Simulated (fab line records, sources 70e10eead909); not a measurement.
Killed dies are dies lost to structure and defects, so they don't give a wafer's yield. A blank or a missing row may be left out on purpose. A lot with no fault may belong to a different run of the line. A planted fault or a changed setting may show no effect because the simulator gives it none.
Matching of chambers || flow nand harc || cmp-02 running NHARC_P_M1_CMP_23: 4 sister chambers
The step polishes, t overpolish 20 s, target thk 157.82 nm. 7 wafers are shown with their chamber, then 7 later ones without.

== WAFERS PAIRED WITH THEIR CHAMBERS ==
{"wafer": "L079.3", "chamber": 3, "motor current A (A)": 11.3, "time to endpoint s (s)": 29.5}
{"wafer": "L080.1", "chamber": 0, "motor current A (A)": 10.1, "time to endpoint s (s)": 36.4}
{"wafer": "L080.3", "chamber": 2, "motor current A (A)": 13.7, "time to endpoint s (s)": 28.9}
{"wafer": "L083.5", "chamber": 1, "motor current A (A)": 12.5, "time to endpoint s (s)": 30.0}
{"wafer": "L083.6", "chamber": 0, "motor current A (A)": 9.9, "time to endpoint s (s)": 34.4}
{"wafer": "L086.2", "chamber": 2, "motor current A (A)": 13.2, "time to endpoint s (s)": 23.6}
{"wafer": "L086.3", "chamber": 1, "motor current A (A)": 13.0, "time to endpoint s (s)": 24.9}

== WAFERS WHOSE CHAMBER IS MISSING ==
{"wafer": "L086.4", "motor current A (A)": 10.6, "time to endpoint s (s)": 29.3}
{"wafer": "L089.3", "motor current A (A)": 10.7, "time to endpoint s (s)": 31.7}
{"wafer": "L089.5", "motor current A (A)": 11.8, "time to endpoint s (s)": 22.9}
{"wafer": "L089.6", "motor current A (A)": 12.6, "time to endpoint s (s)": 28.4}
{"wafer": "L095.1", "motor current A (A)": 12.2, "time to endpoint s (s)": 27.0}
{"wafer": "L095.2", "motor current A (A)": 11.1, "time to endpoint s (s)": 27.4}
{"wafer": "L095.3", "motor current A (A)": 12.9, "time to endpoint s (s)": 25.4}

== THE CHAMBER EACH PASSED THROUGH ==
{"wafer": "L086.4", "from the rows above": "can't be placed: 3 or 0", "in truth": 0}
{"wafer": "L089.3", "from the rows above": "can't be placed: 3 or 0", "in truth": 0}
{"wafer": "L089.5", "from the rows above": "can't be placed: 3 or 1", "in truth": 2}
{"wafer": "L089.6", "from the rows above": 1, "in truth": 1}
{"wafer": "L095.1", "from the rows above": "can't be placed: 1 or 3", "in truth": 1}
{"wafer": "L095.2", "from the rows above": 3, "in truth": 3}
{"wafer": "L095.3", "from the rows above": "can't be placed: 1 or 2", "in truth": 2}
2 of 7 placed correctly. These rows do not allow placing 5 (true chamber among the candidates in 4). Wrongly placed: 0.
How it was worked out, from the rows above alone: a wafer's distance from a chamber is the root of the sum, over the readings, of the square of ((its reading less the chamber's mean) divided by the reading's scatter). The wafer belongs to the nearest chamber; if the next one is less than 2 further off, it can't be placed. For every chamber, the mean is computed from those of its wafers that are shown. How the scatter is found: for the shown wafers, subtract from each reading the mean of its chamber, square and add these, divide the total by (wafers less chambers), then take the root.
